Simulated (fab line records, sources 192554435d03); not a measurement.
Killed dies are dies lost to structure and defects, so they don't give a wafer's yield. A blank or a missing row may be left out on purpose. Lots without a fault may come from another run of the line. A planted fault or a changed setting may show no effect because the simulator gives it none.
Split-lot experiment | flow n5_finfet | 7 lots, 21 wafers read, on a route of 1938 steps

THE SPLIT
At N5_BEOL_M1_COAT_62 (time 60 s, resist thk 12 nm), the setting spin_rpm was moved away from the recipe's 1500 rpm on 3 of the 21 wafers read, by -9.7% to +5.2%. The other wafers ran this setting at the recipe's value.

The reading is taken at the split's own step.

THE READING
SiARC_of_BEOL_M1_COAT_62.thk_nm (the simulator's own value, which no gauge read), in nm, at N5_BEOL_M1_COAT_62 (time 60 s, resist thk 12 nm). The file gives no usual value for it.

wafer  | tool, chamber at the split | spin_rpm as run, rpm | against the recipe | SiARC_of_BEOL_M1_COAT_62.thk_nm, nm | against lot-mates on the recipe
L077.2 | litho_track-04, 0          | 1500                 | recipe             | 12                                  | -
L077.6 | litho_track-04, 0          | 1500                 | recipe             | 12                                  | -
L077.4 | litho_track-04, 0          | 1354                 | -9.7%              | 12.6                                | +0.6
L081.2 | litho_track-01, 0          | 1500                 | recipe             | 12                                  | -
L081.5 | litho_track-01, 0          | 1500                 | recipe             | 12                                  | -
L081.6 | litho_track-01, 0          | 1500                 | recipe             | 12                                  | -
L082.4 | litho_track-01, 0          | 1500                 | recipe             | 12                                  | -
L082.5 | litho_track-01, 0          | 1500                 | recipe             | 12                                  | -
L082.6 | litho_track-01, 0          | 1578                 | +5.2%              | 11.8                                | -0.2
L087.1 | litho_track-01, 0          | 1500                 | recipe             | 12                                  | -
L087.6 | litho_track-01, 0          | 1500                 | recipe             | 12                                  | -
L087.4 | litho_track-01, 0          | 1377                 | -8.2%              | 12.6                                | +0.6
L086.1 | litho_track-01, 0          | 1500                 | recipe             | 12                                  | -
L086.3 | litho_track-01, 0          | 1500                 | recipe             | 12                                  | -
L086.6 | litho_track-01, 0          | 1500                 | recipe             | 12                                  | -
L090.2 | litho_track-01, 0          | 1500                 | recipe             | 12                                  | -
L090.3 | litho_track-01, 0          | 1500                 | recipe             | 12                                  | -
L090.6 | litho_track-01, 0          | 1500                 | recipe             | 12                                  | -
L095.1 | litho_track-04, 0          | 1500                 | recipe             | 12                                  | -
L095.3 | litho_track-04, 0          | 1500                 | recipe             | 12                                  | -
L095.4 | litho_track-04, 0          | 1500                 | recipe             | 12                                  | -

THE FIT
A straight line over all 21 wafers: SiARC_of_BEOL_M1_COAT_62.thk_nm changes by -0.0617 nm for each +1% of spin_rpm; r = -0.98; the points scatter about the line by 0.033 nm.
The same after taking each lot's own level away (the mean of its wafers on the recipe; 21 wafers): -0.0617 nm for each +1%; r = -0.98; scatter 0.033 nm.
On that fit, the largest move of spin_rpm shifts the reading by 0.6 nm.
The lots' own levels span 12.00 to 12.00 nm.
So the lot-to-lot level changes the slope little: the two slopes agree.
Check: with one of the wafers moved furthest among these (-9.7%) left out of the fit, the line predicts +0.623 nm for it against its lot-mates. It came out at +0.6 nm against them.

OTHER SPLITS ON THESE WAFERS
These wafers also went through other splits before the reading. Each is held against what the fit with the lots' levels taken away leaves over:
other split on the same wafers       | wafers away from the commonest value | r with SiARC_of_BEOL_M1_COAT_62.thk_nm (lot level and that fit taken away)
N5_HKMG_FIN_PEB_47 peb_time_s        | 2                                    | +0.10
N5_GATE_CUT_COAT_34 spin_rpm         | 7                                    | -0.26
N5_MOL_CONTACT_COAG_PECVD_31 temp_c  | 8                                    | +0.13
N5_MOL_CONTACT_COAG_COAT_76 spin_rpm | 5                                    | +0.17
N5_BEOL_M0_SAQP_PECVD_96 time_s      | 7                                    | +0.13
N5_BEOL_M0_SAQP_EXPOSE_11 dose_mj    | 7                                    | +0.17

THE FILE'S OWN FIT
SiARC_of_BEOL_M1_COAT_62.thk_nm changes by -0.0624 nm for each +1% of spin_rpm, r = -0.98.
